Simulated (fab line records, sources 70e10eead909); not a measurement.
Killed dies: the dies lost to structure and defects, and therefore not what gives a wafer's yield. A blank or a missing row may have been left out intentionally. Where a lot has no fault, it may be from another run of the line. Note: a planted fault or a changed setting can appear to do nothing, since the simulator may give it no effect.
Which tool is to blame? ; flow nand harc ; 12 lots with 36 wafers sampled at 5 steps, on a route of 1159 steps

== WHAT THE GAUGES READ, wafer by wafer ==
NHARC_A_M0_CD_MEAS_09: target cd 80 nm. Usual: cd nm at 80.0 nm, with a standard deviation of 0.55.
lot;measured;on;cd nm (nm);flag
L832;day 17 10:22;cd sem-03;79.6 80.1 81.0;
L835;day 17 16:20;cd sem-02;79.9 80.1 79.7;
L834;day 17 17:40;cd sem-01;80.7 80.6 80.5;
L836;day 17 22:01;cd sem-02;80.1 79.8 79.0;
L837;day 18 13:11;cd sem-03;79.4 79.5 78.9;
L839;day 19 01:07;cd sem-03;79.7 80.2 80.0;
L845;day 20 10:31;cd sem-03;82.5 82.4 82.4;OFF
L847;day 21 15:17;cd sem-01;82.1 82.0 81.6;OFF
L850;day 22 06:03;cd sem-01;79.3 79.9 80.1;
L849;day 22 06:36;cd sem-02;80.4 79.8 79.9;
L851;day 22 11:10;cd sem-01;79.5 80.5 79.4;
L853;day 22 19:33;cd sem-01;80.1 80.6 80.5;

NHARC_A_M0_OVL_MEAS_10: pitch 160 nm. Usual: overlay x nm -0.2 nm, standard deviation 0.61; overlay y nm 0.3 nm, standard deviation 1.
lot;measured;on;overlay x nm (nm);overlay y nm (nm);flag
L832;day 17 10:27;overlay-02;-0.2 -0.3 -0.1;0.0 0.1 0.2;
L835;day 17 16:26;overlay-01;-0.8 -0.9 -1.3;-1.7 -1.5 -1.8;
L834;day 17 17:45;overlay-01;-0.8 -0.1 -0.1;0.7 0.7 0.7;
L836;day 17 22:07;overlay-02;0.0 0.2 0.1;-1.2 -1.2 -1.3;
L837;day 18 13:16;overlay-02;-0.1 -0.8 -1.1;0.3 0.3 -0.5;
L839;day 19 01:12;overlay-02;-0.3 0.2 -0.5;0.7 0.9 0.6;
L845;day 20 10:35;overlay-02;-0.6 -0.9 -0.6;1.1 0.9 0.8;
L847;day 21 15:22;overlay-01;-0.6 -0.8 -0.6;0.7 0.7 0.4;
L850;day 22 06:08;overlay-01;-1.2 -0.7 -1.1;0.6 1.0 0.3;
L849;day 22 06:41;overlay-02;-0.4 -0.8 -0.2;0.3 -0.3 0.3;
L851;day 22 11:14;overlay-01;0.3 0.6 0.1;1.0 0.7 1.1;
L853;day 22 19:38;overlay-01;0.0 -0.4 -0.1;0.4 0.8 0.4;

== TOOL THAT RAN EACH LOT (tool first, then ch and the chambers of the sampled wafers, then the start) ==
lot;NHARC_A_BLC_DEGAS_30;NHARC_A_BLC_CVD_24;NHARC_A_M0_EXPOSE_06
L832;pvd sputter-01, day 17 05:20;cvd w-01 ch 0,1, day 17 10:13 or earlier;arfi scanner-01 ch 0, day 17 10:13
L835;pvd sputter-03, day 17 13:57;cvd w-02 ch 0,1, day 17 16:13 or earlier;arfi scanner-02 ch 0, day 17 16:13
L834;pvd sputter-01, day 17 14:33;cvd w-01 ch 0,1, day 17 17:31 or earlier;arfi scanner-02 ch 0, day 17 17:31
L836;pvd sputter-02, day 17 19:49;cvd w-01 ch 0,1, day 17 21:52 or earlier;arfi scanner-02 ch 0, day 17 21:52
L837;pvd sputter-02, day 18 11:02;cvd w-02 ch 0,1, day 18 13:02 or earlier;arfi scanner-02 ch 0, day 18 13:02
L839;pvd sputter-02, day 18 22:10;cvd w-02 ch 0,1, day 19 00:58 or earlier;arfi scanner-03 ch 0, day 19 00:58
L845;pvd sputter-02, day 20 08:10;cvd w-01 ch 0,1, day 20 10:22 or earlier;arfi scanner-02 ch 0, day 20 10:22
L847;pvd sputter-02, day 20 20:52;cvd w-01 ch 0,1, day 21 15:08 or earlier;arfi scanner-02 ch 0, day 21 15:08
L850;pvd sputter-03, day 21 19:17;cvd w-02 ch 0, day 22 05:54 or earlier;arfi scanner-01 ch 0, day 22 05:54
L849;pvd sputter-02, day 21 19:37;cvd w-02 ch 0,1, day 22 06:28 or earlier;arfi scanner-03 ch 0, day 22 06:28
L851;pvd sputter-02, day 22 00:58;cvd w-01 ch 0,1, day 22 11:01 or earlier;arfi scanner-03 ch 0, day 22 11:01
L853;pvd sputter-03, day 22 14:44;cvd w-01 ch 0,1, day 22 19:25 or earlier;arfi scanner-01 ch 0, day 22 19:25
- NHARC_A_BLC_DEGAS_30: time 60 s.
- NHARC_A_BLC_CVD_24: deposits W, target thk 150 nm, time 434 s.
- NHARC_A_M0_EXPOSE_06: exposes mask A M0, target cd 80 nm.

== AS READ BY THE TOOLS THEMSELVES (means over the sampled wafers that have a number; for cases with no such wafer, the mark the record gives instead) ==
NHARC_A_BLC_DEGAS_30. Usual: heater power w at 467 W, with a standard deviation of 40.
lot;tool;heater power w (W);flag
L832;pvd sputter-01;420;
L835;pvd sputter-03;470;
L834;pvd sputter-01;477;
L836;pvd sputter-02;448;
L837;pvd sputter-02;485;
L839;pvd sputter-02;450;
L845;pvd sputter-02;434;
L847;pvd sputter-02;452;
L850;pvd sputter-03;467;
L849;pvd sputter-02;463;
L851;pvd sputter-02;492;
L853;pvd sputter-03;483;

NHARC_A_BLC_CVD_24. Usual: heater power w 477 W, standard deviation 27; throttle valve pct 7.98 %, standard deviation 0.2.
lot;tool;heater power w (W);throttle valve pct (%);flag
L832;cvd w-01;504;7.84;
L835;cvd w-02;457;7.93;
L834;cvd w-01;503;7.98;
L836;cvd w-01;497;7.87;
L837;cvd w-02;453;7.91;
L839;cvd w-02;466;7.98;
L845;cvd w-01;494;7.97;
L847;cvd w-01;501;7.80;
L850;cvd w-02;480;8.13;
L849;cvd w-02;458;7.87;
L851;cvd w-01;509;7.97;
L853;cvd w-01;498;7.82;

NHARC_A_M0_EXPOSE_06. Usual: exposure dose mJ cm2 at 83.7, with a standard deviation of 0.51.
lot;tool;exposure dose mJ cm2;flag
L832;arfi scanner-01;83.6;
L835;arfi scanner-02;83.1;
L834;arfi scanner-02;83.3;
L836;arfi scanner-02;83.3;
L837;arfi scanner-02;83.1;
L839;arfi scanner-03;84.3;
L845;arfi scanner-02;86.5;OFF
L847;arfi scanner-02;85.9;OFF
L850;arfi scanner-01;83.7;
L849;arfi scanner-03;84.3;
L851;arfi scanner-03;84.3;
L853;arfi scanner-01;83.5;

== THE ANSWER, worked out from the rows above alone ==
Rule: a lot counts as off when the mean over its wafers that have a number is more than 3 standard deviations away from the usual mean. A lot without any number at a reading at which 4 lots or more have one is off too. All remaining lots with rows at the step are treated as sound. Order of review: gauges by route order, followed by the tools' own readings, for which a lot's mean as printed above is used. The first step at which some lot is off is used, and at that step the reading that is off furthest; a lot without a number counts as furthest.
Off: L845, L847, at NHARC_A_M0_CD_MEAS_09 (cd nm).
If a tool, at a process step before that reading, ran all the lots that are off and no sound lot after the first of them, it fits. The gauges at NHARC_A_M0_CD_MEAS_09 aren't tried: what is off there is off at NHARC_A_M0_EXPOSE_06 too, on other tools, and a gauge's error can't cause that. With no start given for some of its lots, NHARC_A_BLC_CVD_24 uses the hours and lot order of NHARC_A_M0_EXPOSE_06. One fits: NHARC_A_M0_EXPOSE_06 on arfi scanner-02. A fault onset in the window from L837 (day 18 13:02, its last sound lot) to L845 (day 20 10:22, its first lot off) fits.
The tool's own readings at NHARC_A_M0_EXPOSE_06 bear it out: on the lots that are off they differ by more than 5 times the standard deviation of the sound lots' means. exposure dose mJ cm2 reads 86.2 there against 83.6 on the sound lots.

== WHAT THE SIMULATOR PUT IN ==
Process parameters drifting: arfi scanner-02 at NHARC_A_M0_EXPOSE_06, beginning at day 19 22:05. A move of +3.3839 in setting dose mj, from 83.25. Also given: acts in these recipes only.
Struck lots among those shown: L845, L847. The rule above found the same.
